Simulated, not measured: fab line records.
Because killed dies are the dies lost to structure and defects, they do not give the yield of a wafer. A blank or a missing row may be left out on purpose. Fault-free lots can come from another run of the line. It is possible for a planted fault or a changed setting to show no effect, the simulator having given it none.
fab line records    flow nand-harc
record lots=24  wafers=72  last-day=24
route steps=1159 shown A_CHANNEL_HOLE_D1@487 A_CHANNEL_FILL_D1@492 A_STAIRCASE@519
lots untouched by any fault: they come from a run of this same line in which no faults occurred
start-h: hours from the record's opening day to when the first of the lot's shown wafers began    wait-h: hours since the lot's step before    " identical to the entry in the row above    L1.1+2: a single row standing in for several wafers    - no value, or no start given    * or withheld: withheld    < > ~ a bound
route shown NAME@n: names a module that has steps shown in the file, with the first one's number in the route    usual: the fault-free wafers' mean and standard deviation    same: alike in all rows    chamber/n: place in a boat    sites: readings site by site    _std_site: the standard deviation of these    _edge_site: inner sites' mean taken away from outer sites' mean    radius-mm: for every site, how far away it sits from the centre of the wafer    mask NAME#n: copy n    behind: the tool/chamber that last shaped the wafer    hold: reason for holding the lot/hours on hold/outcome of the hold    device: names the non-switching transistor (n, p or np)    end of line: the same wafers' tests at the end of the route    step lacking rows: just its recipe    killed: the dies lost at the first sort to structure and to defects; this is not the yield of the wafer    map: a wafer's dies, x killed, . not, _ none there
set.NAME: the setting the step ran with; set.NAME@STEP: the setting that earlier step ran with    model.NAME: the simulator's own value behind a step, which no gauge read
route steps across a sampled set of lots; one table per step, one row per wafer
services: from which hour (start-h, from the record's first day; less than 0 if before it) a tool's chamber was out of use, for how many hours, and why
## steps
# step NHARC_A_CHANNEL_HOLE_D1_CD_MEAS_30
# usual cd-nm=90.1/1.5
lot.wafer  tool       chamber  start-h  wait-h  cd-nm
L074.1     cd-sem-03  -        176.55   -       89.5
L074.3     "          -        "        "       88.9
L074.4     "          -        "        "       89.8
L076.1     cd-sem-03  -        180.59   -       88.0
L076.2     "          -        "        "       89.5
L076.6     "          -        "        "       88.3
L075.3     cd-sem-02  -        181.38   -       91.2
L075.4     "          -        "        "       92.6
L075.5     "          -        "        "       90.4
L077.1     cd-sem-03  -        199.10   -       90.6
L077.2     "          -        "        "       89.8
L077.4     "          -        "        "       89.0
L078.1     cd-sem-03  -        199.19   -       89.3
L078.3     "          -        "        "       87.6
L078.6     "          -        "        "       87.3
L079.1     cd-sem-03  -        210.71   -       90.1
L079.3     "          -        "        "       89.3
L079.5     "          -        "        "       88.2
L080.1     cd-sem-02  -        216.67   -       89.1
L080.4     "          -        "        "       90.7
L080.5     "          -        "        "       89.9
L081.2     cd-sem-01  -        219.85   -       91.6
L081.3     "          -        "        "       89.8
L081.4     "          -        "        "       91.0
L083.1     cd-sem-01  -        230.68   -       87.9
L083.2     "          -        "        "       90.6
L083.5     "          -        "        "       89.1
L082.1     cd-sem-03  -        230.83   -       89.5
L082.2     "          -        "        "       89.6
L082.4     "          -        "        "       90.0
L084.3     cd-sem-03  -        236.04   -       90.8
L084.4     "          -        "        "       88.6
L084.5     "          -        "        "       91.2
L086.1     cd-sem-01  -        257.36   -       90.8
L086.3     "          -        "        "       89.0
L086.5     "          -        "        "       89.0
L088.2     cd-sem-03  -        257.95   -       89.5
L088.3     "          -        "        "       89.9
L088.4     "          -        "        "       89.3
L087.2     cd-sem-03  -        261.47   -       92.3
L087.3     "          -        "        "       89.9
L087.5     "          -        "        "       90.8
L085.3     cd-sem-01  -        265.52   -       91.5
L085.4     "          -        "        "       90.8
L085.5     "          -        "        "       89.6
L089.4     cd-sem-01  -        267.66   -       91.7
L089.5     "          -        "        "       94.1
L089.6     "          -        "        "       92.2
L091.1     cd-sem-02  -        283.29   -       92.2
L091.2     "          -        "        "       89.2
L091.6     "          -        "        "       91.4
L090.2     cd-sem-03  -        284.33   -       89.9
L090.4     "          -        "        "       90.9
L090.6     "          -        "        "       89.0
L092.2     cd-sem-01  -        287.44   -       91.9
L092.3     "          -        "        "       88.1
L092.6     "          -        "        "       89.3
L093.1     cd-sem-01  -        288.33   -       93.9
L093.3     "          -        "        "       92.7
L093.5     "          -        "        "       90.9
L094.2     cd-sem-02  -        297.81   -       89.0
L094.4     "          -        "        "       90.0
L094.6     "          -        "        "       91.0
L097.1     cd-sem-01  -        307.94   -       89.9
L097.2     "          -        "        "       87.5
L097.5     "          -        "        "       89.5
L096.3     cd-sem-01  -        308.85   -       87.4
L096.4     "          -        "        "       88.0
L096.5     "          -        "        "       87.2
L095.1     cd-sem-02  -        312.98   -       89.1
L095.4     "          -        "        "       89.4
L095.6     "          -        "        "       88.9
# step NHARC_A_CHANNEL_FILL_D1_ALD_02
# recipe target-thk-a=60  pulse-time-s=10  ald-cycles=60  temp-c=300  material=SiO2
# usual heater-power-w=446/42  precursor-pulse-height-rel=1.001/0.021
lot.wafer  tool       chamber  start-h  wait-h  heater-power-w  precursor-pulse-height-rel
L074.1     ald-hk-02  3        176.95   -       465             1.040
L074.4     "          0        "        "       482             1.009
L074.3     "          1        "        "       434             0.996
L076.1     ald-hk-02  3        180.98   -       454             0.987
L076.2     "          1        "        "       427             1.011
L076.6     "          0        "        "       483             0.981
L075.4     ald-hk-02  3        181.75   -       458             1.011
L075.3     "          0        "        "       473             0.995
L075.5     "          0        "        "       489             0.994
L077.1     ald-hk-02  1        199.55   -       412             0.995
L077.2     "          2        "        "       497             0.997
L077.4     "          3        "        "       467             1.000
L078.3     ald-hk-04  1        199.57   -       406             0.992
L078.1     "          0        "        "       440             0.998
L078.6     "          2        "        "       403             0.963
L079.3     ald-hk-04  1        212.27   -       402             0.978
L079.1     "          0        "        "       446             0.984
L079.5     "          1        "        "       407             0.972
L080.4     ald-hk-03  0        217.19   -       461             1.028
L080.1     "          1        "        "       482             1.014
L080.5     "          3        "        "       364             1.019
L081.2     ald-hk-04  2        220.24   -       408             0.988
L081.4     "          0        "        "       446             0.983
L081.3     "          1        "        "       410             1.008
L083.1     ald-hk-02  2        231.08   -       485             0.981
L083.2     "          3        "        "       470             1.009
L083.5     "          3        "        "       465             1.011
L082.1     ald-hk-04  2        231.23   -       400             1.041
L082.2     "          3        "        "       449             1.001
L082.4     "          0        "        "       445             1.001
L084.3     ald-hk-04  0        236.57   -       446             1.009
L084.4     "          1        "        "       394             0.988
L084.5     "          3        "        "       450             0.977
L086.1     ald-hk-03  2        257.74   -       494             0.973
L086.3     "          1        "        "       496             1.012
L086.5     "          2        "        "       493             1.003
L088.3     ald-hk-03  0        259.17   -       471             0.978
L088.4     "          1        "        "       497             1.029
L088.2     "          2        "        "       485             1.000
L087.3     ald-hk-03  2        261.85   -       478             1.016
L087.2     "          0        "        "       471             0.997
L087.5     "          2        "        "       496             0.973
L085.3     ald-hk-02  1        265.89   -       439             1.016
L085.4     "          0        "        "       488             1.019
L085.5     "          2        "        "       496             1.030
L089.4     ald-hk-03  1        268.03   -       494             0.988
L089.5     "          1        "        "       491             0.938
L089.6     "          2        "        "       490             0.970
L091.2     ald-hk-03  2        283.67   -       485             1.008
L091.1     "          3        "        "       359             0.990
L091.6     "          3        "        "       375             1.010
L090.4     ald-hk-04  0        284.71   -       442             0.999
L090.2     "          1        "        "       408             1.012
L090.6     "          1        "        "       409             1.000
L092.2     ald-hk-04  2        287.82   -       408             1.015
L092.3     "          3        "        "       454             0.971
L092.6     "          2        "        "       414             1.008
L093.3     ald-hk-04  0        288.79   -       437             1.029
L093.1     "          2        "        "       397             1.001
L093.5     "          0        "        "       442             1.019
L094.4     ald-hk-04  1        298.26   -       411             0.987
L094.2     "          2        "        "       412             0.992
L094.6     "          0        "        "       437             0.998
L097.1     ald-hk-02  0        308.47   -       519             0.999
L097.2     "          1        "        "       465             1.013
L097.5     "          3        "        "       473             0.949
L096.4     ald-hk-03  3        309.22   -       369             1.008
L096.3     "          0        "        "       481             0.985
L096.5     "          0        "        "       461             0.974
L095.1     ald-hk-03  2        313.37   -       495             1.009
L095.4     "          0        "        "       483             0.994
L095.6     "          2        "        "       489             0.991
# step NHARC_A_STAIRCASE_DEP_156
# recipe target-thk-a=500  temp-c=400  target-thk-nm=50  flow-sccm=200  rf-w=450  material=SiNx
# usual heater-power-w=738/85
lot.wafer  tool      chamber  start-h  wait-h  heater-power-w
L074.1     pecvd-03  2        224.93   0.1     646
L074.3     "         0        "        "       662
L074.4     "         1        "        "       670
L075.3     pecvd-03  0        235.63   0.1     787
L075.5     "         0        "        "       791
L075.4     "         1        "        "       749
L076.2     pecvd-03  1        235.80   0.1     724
L076.1     "         2        "        "       684
L076.6     "         0        "        "       649
L078.1     pecvd-04  0        248.68   0.7     893
L078.3     "         1        "        "       854
L078.6     "         2        "        "       611
L077.2     pecvd-04  2        248.85   0.8     721
L077.1     "         0        "        "       897
L077.4     "         2        "        "       744
L079.3     pecvd-04  0        260.43   0.1     786
L079.1     "         1        "        "       818
L079.5     "         0        "        "       795
L080.1     pecvd-03  2        267.60   0.1     599
L080.4     "         2        "        "       597
L080.5     "         0        "        "       738
L081.3     pecvd-01  1        267.67   0.1     745
L081.2     "         2        "        "       714
L081.4     "         1        "        "       739
L083.1     pecvd-03  0        278.75   0.1     789
L083.2     "         2        "        "       548
L083.5     "         1        "        "       775
L082.2     pecvd-01  1        278.80   0.1     782
L082.1     "         2        "        "       710
L082.4     "         1        "        "       771
L084.3     pecvd-01  0        285.64   0.1     797
L084.4     "         1        "        "       777
L084.5     "         2        "        "       740
L088.2     pecvd-04  1        305.96   0.1     862
L088.3     "         2        "        "       611
L088.4     "         0        "        "       934
L086.3     pecvd-04  0        309.56   0.1     907
L086.1     "         1        "        "       853
L086.5     "         0        "        "       912
L087.2     pecvd-03  1        309.73   0.1     743
L087.3     "         2        "        "       672
L087.5     "         0        "        "       696
L089.6     pecvd-03  2        314.83   0.1     663
L089.5     "         0        "        "       723
L089.4     "         1        "        "       738
L085.3     pecvd-01  0        318.33   0.1     834
L085.4     "         0        "        "       837
L085.5     "         2        "        "       749
L091.2     pecvd-03  0        332.83   0.1     671
L091.1     "         1        "        "       749
L091.6     "         2        "        "       644
L090.2     pecvd-04  2        332.91   0.1     689
L090.4     "         2        "        "       696
L090.6     "         1        "        "       848
L092.2     pecvd-01  0        336.69   0.1     769
L092.3     "         2        "        "       605
L092.6     "         2        "        "       619
L093.1     pecvd-01  2        339.36   0.1     730
L093.3     "         1        "        "       782
L093.5     "         1        "        "       793
L094.2     pecvd-03  1        346.28   0.2     746
L094.6     "         0        "        "       786
L094.4     "         2        "        "       657
L097.1     pecvd-03  1        356.44   0.1     620
L097.2     "         2        "        "       668
L097.5     "         1        "        "       649
L096.3     pecvd-01  0        356.67   0.2     734
L096.5     "         1        "        "       651
L096.4     "         2        "        "       713
L095.1     pecvd-01  2        369.19   0.1     695
L095.4     "         0        "        "       820
L095.6     "         1        "        "       784
# step NHARC_A_STAIRCASE_ETCH_170
# recipe target-depth-a=2000  time-s=66.667  ion-energy-ev=250  c4f6-flow-sccm=25  o2-flow-sccm=20  ar-flow-sccm=500  rf-w=600  bias-w=500  chemistry=C4F6/O2
# usual drypump-motor-current-A=5.7/0.38  oes-product-au=0.970/0.018  rf-vpp-V=546/3.4  showerhead-plenum-p-Torr=3.88/0.16  throttle-valve-pct=26.903/0.0094
lot.wafer  tool         chamber  start-h  wait-h  drypump-motor-current-A  oes-product-au  rf-hours-counter-h  rf-vpp-V  showerhead-plenum-p-Torr  throttle-valve-pct
L074.3     rie-diel-02  3        -        -       5.9                      0.993           23                  550       4.02                      26.898
L074.1     "            0        "        "       6.4                      0.986           19                  542       3.71                      26.904
L074.4     "            1        "        "       6.0                      0.975           23                  548       3.94                      26.926
L075.4     rie-diel-06  2        -        -       5.5                      0.945           58                  541       3.65                      26.910
L075.3     "            0        "        "       5.1                      0.943           53                  544       3.81                      26.882
L075.5     "            2        "        "       5.5                      0.952           -                   541       3.65                      26.902
L076.1     rie-diel-13  2        -        -       5.7                      0.994           54                  544       3.79                      26.893
L076.2     "            3        "        "       5.8                      0.984           53                  549       3.99                      26.903
L076.6     "            0        "        "       5.1                      0.988           -                   544       3.76                      26.912
L078.1     rie-diel-13  2        -        -       5.7                      0.950           59                  544       3.79                      26.919
L078.3     "            3        "        "       5.7                      0.967           58                  548       3.98                      26.908
L078.6     "            0        "        "       5.1                      0.964           -                   543       3.76                      26.912
L077.4     rie-diel-13  0        -        -       5.1                      0.957           58                  544       3.76                      26.908
L077.2     "            2        "        "       5.6                      0.945           59                  543       3.79                      26.891
L077.1     "            3        "        "       5.8                      0.956           58                  547       3.98                      26.917
L079.3     rie-diel-06  3        -        -       6.0                      0.968           3                   542       3.68                      26.886
L079.1     "            1        "        "       6.0                      0.991           2                   547       3.96                      26.904
L079.5     "            2        "        "       5.5                      0.981           -                   553       4.23                      26.891
L080.1     rie-diel-13  0        -        -       5.1                      0.946           63                  542       3.76                      26.913
L080.4     "            1        "        "       5.6                      0.960           58                  549       3.95                      26.893
L080.5     "            3        "        "       5.7                      0.935           -                   547       3.98                      26.915
L081.3     rie-diel-02  3        -        -       5.9                      0.972           43                  550       4.01                      26.914
L081.4     "            0        "        "       6.4                      0.987           40                  540       3.69                      26.893
L081.2     "            2        "        "       5.4                      0.987           34                  548       4.10                      26.902
L083.1     rie-diel-02  2        -        -       5.4                      0.989           39                  550       4.09                      26.909
L083.2     "            3        "        "       5.9                      0.968           48                  549       4.01                      26.901
L083.5     "            3        "        "       5.9                      0.985           -                   549       4.01                      26.906
L082.4     rie-diel-06  1        -        -       6.0                      0.997           8                   548       3.96                      26.906
L082.2     "            2        "        "       5.4                      0.993           8                   552       4.22                      26.908
L082.1     "            3        "        "       6.0                      0.968           9                   542       3.68                      26.923
L084.4     rie-diel-06  0        -        -       5.1                      0.972           13                  544       3.80                      26.903
L084.3     "            2        "        "       5.4                      0.970           11                  554       4.22                      26.909
L084.5     "            0        "        "       5.1                      0.969           -                   545       3.80                      26.903
L088.4     rie-diel-13  1        -        -       5.6                      0.986           7                   548       3.94                      26.912
L088.2     "            2        "        "       5.7                      0.973           7                   543       3.78                      26.910
L088.3     "            3        "        "       5.7                      0.980           7                   548       3.98                      26.900
L086.3     rie-diel-06  3        -        -       6.0                      0.958           19                  543       3.67                      26.914
L086.1     "            0        "        "       5.1                      0.964           21                  543       3.79                      26.899
L086.5     "            0        "        "       5.1                      0.976           -                   544       3.79                      26.900
L087.3     rie-diel-06  0        -        -       5.1                      0.972           21                  544       3.79                      26.892
L087.2     "            1        "        "       6.0                      1.005           20                  548       3.95                      26.893
L087.5     "            1        "        "       6.0                      0.997           -                   546       3.95                      26.909
L089.4     rie-diel-02  0        -        -       6.4                      0.974           57                  543       3.68                      26.916
L089.5     "            2        "        "       5.4                      0.993           -                   550       4.08                      26.911
L089.6     "            3        "        "       5.9                      0.968           -                   547       4.00                      26.898
L085.3     rie-diel-02  0        -        -       6.4                      0.957           57                  542       3.68                      26.915
L085.4     "            1        "        "       5.9                      0.962           63                  546       3.92                      26.910
L085.5     "            2        "        "       5.4                      0.968           -                   549       4.08                      26.896
L091.1     rie-diel-06  1        -        -       6.0                      0.986           29                  548       3.94                      26.900
L091.2     "            2        "        "       5.5                      0.967           27                  552       4.21                      26.911
L091.6     "            1        "        "       6.0                      0.986           -                   549       3.94                      26.891
L090.4     rie-diel-13  3        -        -       5.7                      0.936           15                  548       3.97                      26.883
L090.2     "            0        "        "       5.1                      0.960           16                  544       3.75                      26.903
L090.6     "            3        "        "       5.7                      0.941           -                   548       3.97                      26.894
L092.3     rie-diel-02  0        -        -       6.4                      0.990           0                   542       3.68                      26.908
L092.2     "            1        "        "       6.0                      0.978           0                   547       3.91                      26.899
L092.6     "            0        "        "       6.4                      0.977           -                   541       3.68                      26.902
L093.3     rie-diel-02  1        -        -       6.0                      0.980           1                   546       3.91                      26.907
L093.1     "            3        "        "       5.9                      0.992           1                   547       4.00                      26.901
L093.5     "            1        "        "       6.0                      0.983           -                   547       3.91                      26.908
L094.4     rie-diel-06  0        -        -       5.1                      0.957           37                  546       3.79                      26.884
L094.2     "            2        "        "       5.5                      0.972           33                  554       4.21                      26.895
L094.6     "            3        "        "       6.0                      0.946           -                   541       3.66                      26.912
L097.1     rie-diel-13  1        -        -       5.6                      0.955           29                  546       3.93                      26.916
L097.2     "            3        "        "       5.7                      0.990           26                  548       3.96                      26.895
L097.5     "            1        "        "       5.6                      0.971           -                   547       3.93                      26.889
L096.4     rie-diel-06  0        -        -       5.1                      0.930           40                  545       3.78                      26.907
L096.3     "            2        "        "       5.5                      0.924           37                  554       4.20                      26.911
L096.5     "            3        "        "       6.0                      0.943           -                   540       3.66                      26.913
L095.1     rie-diel-06  0        -        -       5.1                      0.959           44                  544       3.78                      26.925
L095.6     "            1        "        "       6.0                      0.995           -                   548       3.94                      26.896
L095.4     "            3        "        "       6.0                      0.972           -                   543       3.66                      26.905
# step NHARC_A_STAIRCASE_TRIM_12
# recipe time-s=211.2  o2-flow-sccm=500  ar-flow-sccm=0  bias-w=0  chemistry=O2
# usual drypump-motor-current-A=5.7/0.38  oes-product-au=1.002/0.01  rf-vpp-V=57.8/0.92  showerhead-plenum-p-Torr=3.52/0.15  throttle-valve-pct=17.036/0.0084
lot.wafer  tool         chamber  start-h  wait-h  drypump-motor-current-A  oes-product-au  rf-hours-counter-h  rf-vpp-V  showerhead-plenum-p-Torr  throttle-valve-pct
L074.4     rie-diel-02  0        227.93   0.1     6.4                      1.000           21                  58.0      3.33                      17.054
L074.1     "            1        "        "       5.9                      1.008           25                  57.7      3.54                      17.041
L074.3     "            2        "        "       5.4                      1.017           16                  56.4      3.70                      17.034
L075.4     rie-diel-02  3        238.26   0.1     5.9                      1.010           29                  56.3      3.61                      17.049
L075.3     "            0        "        "       6.4                      1.003           26                  56.4      3.32                      17.025
L075.5     "            2        "        "       5.4                      1.018           -                   58.1      3.69                      17.044
L076.1     rie-diel-02  2        238.81   0.1     5.4                      1.011           22                  57.7      3.69                      17.035
L076.2     "            1        "        "       6.0                      1.008           31                  58.3      3.54                      17.046
L076.6     "            3        "        "       5.9                      1.009           -                   59.1      3.61                      17.038
L078.1     rie-diel-06  0        251.68   0.1     5.1                      1.003           0                   57.4      3.42                      17.036
L078.3     "            3        "        "       6.0                      0.976           0                   57.0      3.31                      17.042
L078.6     "            0        "        "       5.1                      1.003           -                   58.2      3.42                      17.035
L077.2     rie-diel-02  0        251.85   0.1     6.4                      1.007           33                  57.6      3.32                      17.041
L077.1     "            1        "        "       5.9                      1.004           39                  59.2      3.53                      17.031
L077.4     "            3        "        "       5.9                      1.013           36                  56.9      3.61                      17.043
L079.3     rie-diel-13  3        263.33   0.1     5.7                      1.009           61                  55.8      3.58                      17.043
L079.1     "            0        "        "       5.1                      1.016           61                  55.5      3.38                      17.039
L079.5     "            2        "        "       5.7                      1.016           -                   58.0      3.40                      17.040
L080.4     rie-diel-06  1        270.64   0.1     6.0                      1.017           4                   58.5      3.56                      17.028
L080.1     "            2        "        "       5.5                      1.006           5                   57.2      3.81                      17.034
L080.5     "            2        "        "       5.5                      0.998           -                   56.7      3.81                      17.038
L081.4     rie-diel-13  2        270.81   0.1     5.7                      1.000           63                  57.1      3.40                      17.046
L081.3     "            3        "        "       5.8                      1.002           63                  56.7      3.58                      17.023
L081.2     "            1        "        "       5.6                      1.006           59                  58.5      3.55                      17.026
L083.1     rie-diel-06  3        282.01   0.1     6.0                      0.988           10                  57.0      3.30                      17.024
L083.2     "            1        "        "       6.0                      1.020           9                   58.0      3.56                      17.033
L083.5     "            3        "        "       6.0                      0.986           -                   57.9      3.30                      17.034
L082.1     rie-diel-06  0        282.34   0.1     5.1                      0.994           11                  57.1      3.42                      17.034
L082.2     "            2        "        "       5.5                      1.002           9                   58.3      3.80                      17.029
L082.4     "            3        "        "       6.0                      0.980           10                  56.5      3.30                      17.043
L084.4     rie-diel-06  2        288.56   0.1     5.5                      0.999           12                  60.6      3.80                      17.040
L084.3     "            3        "        "       6.0                      0.988           13                  55.6      3.30                      17.026
L084.5     "            0        "        "       5.1                      0.991           -                   58.5      3.41                      17.040
L088.3     rie-diel-06  2        308.86   0.1     5.5                      1.002           18                  58.5      3.80                      17.032
L088.2     "            3        "        "       6.0                      1.000           18                  57.8      3.30                      17.026
L088.4     "            0        "        "       5.1                      0.993           20                  56.4      3.41                      17.052
L086.1     rie-diel-02  0        312.43   0.1     6.4                      0.998           55                  57.4      3.31                      17.040
L086.3     "            1        "        "       5.9                      0.985           61                  59.3      3.52                      17.034
L086.5     "            3        "        "       5.9                      1.002           -                   57.9      3.60                      17.037
L087.2     rie-diel-02  3        312.83   0.1     5.9                      0.997           57                  58.5      3.60                      17.039
L087.3     "            1        "        "       6.0                      1.002           61                  58.5      3.52                      17.021
L087.5     "            2        "        "       5.4                      1.019           -                   59.6      3.68                      17.047
L089.4     rie-diel-13  2        318.16   0.1     5.7                      0.990           11                  57.7      3.39                      17.024
L089.5     "            3        "        "       5.7                      1.007           -                   57.2      3.57                      17.033
L089.6     "            0        "        "       5.1                      0.999           -                   58.2      3.37                      17.034
L085.3     rie-diel-02  1        321.22   0.1     6.0                      1.000           63                  59.1      3.52                      17.033
L085.4     "            2        "        "       5.4                      1.003           53                  58.5      3.68                      17.028
L085.5     "            0        "        "       6.4                      0.999           -                   57.0      3.31                      17.032
L090.4     rie-diel-13  1        336.11   0.1     5.6                      1.001           19                  58.9      3.54                      17.036
L090.2     "            2        "        "       5.7                      0.978           19                  57.6      3.39                      17.025
L090.6     "            2        "        "       5.6                      0.989           -                   58.2      3.39                      17.048
L091.1     rie-diel-06  1        337.84   2.1     6.0                      1.010           31                  59.7      3.55                      17.039
L091.2     "            3        "        "       6.0                      0.987           31                  56.9      3.29                      17.038
L091.6     "            1        "        "       6.0                      1.007           -                   58.9      3.55                      17.046
L092.2     rie-diel-06  1        339.46   0.1     6.0                      1.018           32                  59.1      3.55                      17.041
L092.3     "            3        "        "       6.0                      0.988           32                  57.1      3.29                      17.044
L092.6     "            1        "        "       6.0                      1.012           -                   57.1      3.55                      17.032
L093.3     rie-diel-02  1        342.49   0.3     5.9                      0.997           1                   57.3      3.52                      17.037
L093.1     "            2        "        "       5.4                      1.019           1                   56.1      3.67                      17.028
L093.5     "            1        "        "       6.0                      1.002           -                   56.7      3.52                      17.045
L094.2     rie-diel-02  3        349.18   0.1     5.9                      1.009           4                   57.9      3.59                      17.023
L094.4     "            2        "        "       5.4                      1.013           4                   58.2      3.67                      17.032
L094.6     "            0        "        "       6.4                      0.993           -                   56.4      3.30                      17.028
L097.1     rie-diel-06  2        359.21   0.1     5.5                      1.002           37                  59.0      3.79                      17.046
L097.2     "            3        "        "       6.0                      0.987           38                  57.4      3.29                      17.036
L097.5     "            2        "        "       5.5                      1.001           -                   58.9      3.79                      17.024
L096.4     rie-diel-13  1        359.65   0.1     5.6                      1.006           30                  57.3      3.53                      17.039
L096.3     "            3        "        "       5.7                      0.993           26                  58.1      3.57                      17.034
L096.5     "            0        "        "       5.1                      1.003           -                   59.3      3.36                      17.035
L095.1     rie-diel-02  1        372.52   0.3     6.0                      0.992           13                  57.4      3.51                      17.027
L095.4     "            0        "        "       6.4                      0.995           13                  57.1      3.30                      17.041
L095.6     "            2        "        "       5.4                      1.003           -                   59.5      3.67                      17.040
# step NHARC_A_STAIRCASE_ETCH_203
# recipe target-depth-a=1000  time-s=40.5  ion-energy-ev=400  c4f8-flow-sccm=20  o2-flow-sccm=10  ar-flow-sccm=withheld  rf-w=600  bias-w=1000  chemistry=C4F8/O2
# usual oes-product-au=0.943/0.012  rf-vpp-V=896/5.7
lot.wafer  tool         chamber  start-h  wait-h  oes-product-au  rf-hours-counter-h  rf-vpp-V
L074.1     rie-diel-06  0        -        -       0.942           52                  891
L074.4     "            1        "        "       0.936           55                  898
L074.3     "            2        "        "       0.953           58                  887
L075.4     rie-diel-02  0        -        -       0.941           30                  887
L075.3     "            1        "        "       0.934           35                  897
L075.5     "            0        "        "       0.935           -                   889
L076.1     rie-diel-02  0        -        -       0.948           30                  889
L076.2     "            3        "        "       0.950           33                  900
L076.6     "            0        "        "       0.938           -                   888
L078.3     rie-diel-06  1        -        -       0.943           1                   897
L078.1     "            2        "        "       0.932           1                   907
L078.6     "            2        "        "       0.942           -                   905
L077.1     rie-diel-02  1        -        -       0.937           41                  897
L077.4     "            2        "        "       0.942           30                  902
L077.2     "            0        "        "       0.935           35                  888
L079.1     rie-diel-02  3        -        -       0.949           43                  899
L079.3     "            1        "        "       0.968           44                  896
L079.5     "            0        "        "       0.947           -                   887
L080.1     rie-diel-02  2        -        -       0.964           36                  901
L080.4     "            0        "        "       0.946           43                  888
L080.5     "            2        "        "       0.954           -                   903
L081.2     rie-diel-02  1        -        -       0.925           48                  897
L081.4     "            2        "        "       0.935           37                  901
L081.3     "            3        "        "       0.952           46                  897
L082.1     rie-diel-13  2        -        -       0.921           2                   891
L082.2     "            3        "        "       0.928           2                   897
L082.4     "            1        "        "       0.945           1                   897
L083.1     rie-diel-06  2        -        -       0.941           12                  906
L083.2     "            0        "        "       0.936           14                  891
L083.5     "            1        "        "       0.944           -                   899
L084.3     rie-diel-06  0        -        -       0.931           16                  892
L084.4     "            3        "        "       0.946           15                  888
L084.5     "            0        "        "       0.928           -                   890
L088.2     rie-diel-06  0        -        -       0.940           24                  891
L088.3     "            1        "        "       0.943           23                  897
L088.4     "            2        "        "       0.941           21                  906
L087.2     rie-diel-06  1        -        -       0.930           24                  896
L087.3     "            3        "        "       0.924           23                  887
L087.5     "            1        "        "       0.939           -                   896
L086.1     rie-diel-06  1        -        -       0.930           25                  896
L086.3     "            2        "        "       0.933           24                  906
L086.5     "            2        "        "       0.936           -                   905
L089.4     rie-diel-13  2        -        -       0.932           13                  891
L089.5     "            2        "        "       0.936           -                   890
L089.6     "            3        "        "       0.945           -                   898
L085.3     rie-diel-06  0        -        -       0.950           29                  892
L085.4     "            3        "        "       0.940           25                  888
L085.5     "            0        "        "       0.947           -                   891
L090.4     rie-diel-06  1        -        -       0.970           33                  897
L090.2     "            0        "        "       0.944           36                  892
L090.6     "            1        "        "       0.973           -                   897
L091.2     rie-diel-06  3        -        -       0.929           34                  888
L091.1     "            1        "        "       0.957           34                  897
L091.6     "            2        "        "       0.945           -                   905
L092.3     rie-diel-02  3        -        -       0.957           3                   898
L092.2     "            0        "        "       0.935           3                   889
L092.6     "            3        "        "       0.964           -                   897
L093.1     rie-diel-02  0        -        -       0.940           4                   888
L093.3     "            1        "        "       0.940           4                   895
L093.5     "            3        "        "       0.938           -                   898
L094.2     rie-diel-13  0        -        -       0.944           27                  889
L094.4     "            1        "        "       0.953           29                  896
L094.6     "            3        "        "       0.944           -                   897
L097.2     rie-diel-02  3        -        -       0.974           11                  898
L097.1     "            0        "        "       0.946           12                  887
L097.5     "            2        "        "       0.957           -                   901
L096.3     rie-diel-13  2        -        -       0.947           31                  891
L096.4     "            3        "        "       0.968           29                  896
L096.5     "            2        "        "       0.950           -                   891
L095.1     rie-diel-06  2        -        -       0.948           40                  905
L095.4     "            3        "        "       0.935           44                  887
L095.6     "            0        "        "       0.938           -                   890
## services
tool         chamber  start-h  hours  kind
pecvd-03     -        157.55   1.4    repair
rie-diel-02  0        166.70   11.0   repair
rie-diel-06  0        171.60   -      clean
rie-diel-06  1        171.60   -      clean
rie-diel-06  2        171.60   -      clean
rie-diel-06  0        177.21   19.9   repair
rie-diel-02  2        178.96   18.6   repair
ald-hk-04    -        186.00   10.0   pm
pecvd-04     -        195.00   13.0   pm
rie-diel-13  1        221.55   8.9    repair
rie-diel-06  3        225.42   3.6    repair
pecvd-01     -        237.64   13.0   pm
rie-diel-06  -        241.55   9.0    pm
ald-hk-02    -        247.75   0.5    repair
rie-diel-13  -        276.02   9.0    pm
pecvd-03     -        292.03   13.0   pm
pecvd-01     2        307.23   4.8    repair
pecvd-03     1        317.13   7.1    repair
rie-diel-02  -        327.89   9.0    pm
pecvd-03     -        350.68   0.5    repair
rie-diel-06  2        362.27   12.3   repair
pecvd-03     0        363.69   11.1   repair
ald-hk-04    -        364.00   10.0   pm
pecvd-04     -        376.00   13.0   pm
## key
fault none
